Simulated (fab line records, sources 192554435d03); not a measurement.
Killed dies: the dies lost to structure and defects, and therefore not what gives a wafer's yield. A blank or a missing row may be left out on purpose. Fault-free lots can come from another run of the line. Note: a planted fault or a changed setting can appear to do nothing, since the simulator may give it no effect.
Lot-split experiment	flow n5 finfet	7 lots, 21 wafers read, on a route of 1938 steps

SPLIT DETAILS
At N5_BEOL_M5_ETCH_72 (etches underlayer in N2/H2, target depth 6.5 nm, time 5.2 s), the setting bias w was moved away from the recipe's 150 W on 8 of the 21 wafers read, by -11.3% to +16.5%. The other wafers ran this setting at the recipe's value.

Reading taken at the split's own step.

THE READING
rf vpp V, in V, at N5_BEOL_M5_ETCH_72 (etches underlayer in N2/H2, target depth 6.5 nm, time 5.2 s). On this fab line, fault-free wafers typically give 524.4 V with a standard deviation of 2.7 V.

wafer	tool, chamber at the split	bias w as run, W	against the recipe	rf vpp V, V	against lot-mates on the recipe
L080.2	rie diel-01, 2	150	recipe	524.8	-
L080.4	rie diel-01, 3	150	recipe	527.3	-
L080.6	rie diel-01, 2	150	recipe	523.2	-
L082.1	rie diel-01, 0	139.6	-6.9%	503.1	-20.4
L082.2	rie diel-01, 1	150	recipe	521.6	-
L082.3	rie diel-01, 2	150	recipe	525.3	-
L083.1	rie diel-01, 3	173.6	+15.7%	578.3	+53.9
L083.2	rie diel-01, 1	150	recipe	522.3	-
L083.5	rie diel-01, 2	150	recipe	526.5	-
L086.1	rie diel-02, 3	150	recipe	521.2	-
L086.3	rie diel-02, 1	171	+14.0%	568.7	+47.5
L086.6	rie diel-02, 3	171	+14.0%	568.7	+47.5
L090.2	rie diel-01, 0	174.8	+16.5%	578.7	no lot-mate on the recipe
L090.4	rie diel-01, 1	174.8	+16.5%	576.3	no lot-mate on the recipe
L090.6	rie diel-01, 2	174.8	+16.5%	579.2	no lot-mate on the recipe
L091.2	rie diel-02, 2	150	recipe	524.8	-
L091.4	rie diel-02, 3	150	recipe	521.0	-
L091.6	rie diel-02, 2	150	recipe	522.4	-
L094.3	rie diel-02, 1	133	-11.3%	487.1	-39.5
L094.5	rie diel-02, 0	150	recipe	525.8	-
L094.6	rie diel-02, 1	150	recipe	527.4	-

THE FIT
A straight line over all 21 wafers: rf vpp V changes by +3.26 V for each +1% of bias w; r = +1.00; the points scatter about the line by 2.1 V.
The same after taking each lot's own level away (the mean of its wafers on the recipe; 18 wafers): +3.39 V for each +1%; r = +1.00; scatter 1.7 V.
According to that fit, moving bias w by its largest amount changes the reading by 56 V.
From 521.20 to 526.60 V: that is the span of the lots' own levels, equal to 2.0 times the standard deviation above.
Consequently the slope shifts little with the lot-to-lot level, the two slopes agreeing.
Check: with one of the wafers moved furthest among these (+15.7%) left out of the fit, the line predicts +53.2 V for it against its lot-mates. It came out at +53.9 V against them.
Tool readings at the split's step, against how far the setting was moved: rf vpp V r = +1.00.

ADDITIONAL SPLITS CARRIED BY THESE WAFERS
These wafers also went through other splits before the reading. Each is held against what the fit with the lots' levels taken away leaves over:
other split on the same wafers	wafers away from the commonest value	r with rf vpp V (lot level and that fit taken away)
N5_BEOL_M2_TRENCH_ETCH_37 time s	8	+0.34
N5_BEOL_M3_EXPOSE_25 dose mj	7	+0.09
N5_BEOL_M4_ETCH_70 time s	6	+0.10
N5_BEOL_M5_COAT_05 spin rpm	6	-0.01

THE FILE'S OWN FIT
rf vpp V changes by +3.39 V for each +1% of bias w, r = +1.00.
